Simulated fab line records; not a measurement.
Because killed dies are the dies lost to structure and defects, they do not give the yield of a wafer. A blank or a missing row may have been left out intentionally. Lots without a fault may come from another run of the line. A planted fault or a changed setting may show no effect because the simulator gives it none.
Matching of chambers | flow n5-finfet | N5_FIN_SAQP_HM_OPEN_33 on rie-diel-02 has 4 sister chambers
The step chemistry CH3F/O2, target SiNx, target depth 49.4 nm, time 70.6 s. 14 wafers are shown with their chamber, then 7 later ones without.

== WAFERS PAIRED WITH THEIR CHAMBERS ==
wafer  | chamber | drypump-motor-current-A (A) | rf-vpp-V (V) | throttle-valve-pct (%)
L076.1 | 1       | 6.1                         | 310          | 16.35
L076.3 | 3       | 5.8                         | 294          | 16.00
L076.5 | 2       | 5.3                         | 305          | 16.11
L081.3 | 0       | 5.7                         | 300          | 15.91
L081.4 | 1       | 6.0                         | 308          | 16.36
L081.5 | 0       | 5.7                         | 299          | 15.91
L087.1 | 1       | 6.0                         | 309          | 16.40
L087.4 | 0       | 5.7                         | 299          | 15.93
L087.5 | 1       | 6.0                         | 309          | 16.38
L089.1 | 2       | 5.4                         | 310          | 15.72
L089.4 | 1       | 6.0                         | 310          | 16.39
L089.6 | 0       | 5.7                         | 297          | 15.93
L090.2 | 1       | 6.0                         | 308          | 16.40
L090.4 | 2       | 5.3                         | 312          | 15.73

SIGNATURES (averages over the wafers above)
reading                 | chamber 0 | chamber 1 | chamber 2 | chamber 3 | scatter within a chamber
drypump-motor-current-A | 5.700     | 6.017     | 5.333     | 5.800     | 0.0387
rf-vpp-V                | 298.75    | 309.00    | 309.00    | 294.00    | 1.86
throttle-valve-pct      | 15.9200   | 16.3800   | 15.8533   | 16.0000   | 0.101
Rule: for each reading, subtract the chamber's mean from the wafer's reading, divide by that reading's scatter and square the result; add these up over the readings and take the root, which gives the wafer's distance from the chamber. The wafer belongs to the nearest chamber; if the next one is less than 2 further off, it can't be placed. How the scatter is found: for the shown wafers, subtract from each reading the mean of its chamber, square and add these, divide the total by (wafers less chambers), then take the root.

== WAFERS WITH NO CHAMBER GIVEN ==
wafer  | drypump-motor-current-A (A) | rf-vpp-V (V) | throttle-valve-pct (%)
L090.5 | 5.8                         | 294          | 16.07
L095.1 | 5.8                         | 293          | 16.08
L095.3 | 6.0                         | 309          | 16.42
L095.4 | 5.8                         | 293          | 16.10
L096.3 | 5.4                         | 313          | 15.75
L096.4 | 5.8                         | 293          | 16.08
L096.6 | 5.8                         | 293          | 16.08

== WHICH CHAMBER EACH ONE RAN IN ==
wafer  | from the rows above | in truth
L090.5 | 3                   | 3
L095.1 | 3                   | 3
L095.3 | 1                   | 1
L095.4 | 3                   | 3
L096.3 | 2                   | 2
L096.4 | 3                   | 3
L096.6 | 3                   | 3
Correctly placed: 7 of 7. Number that these rows cannot place: 0. Number placed wrongly: 0.
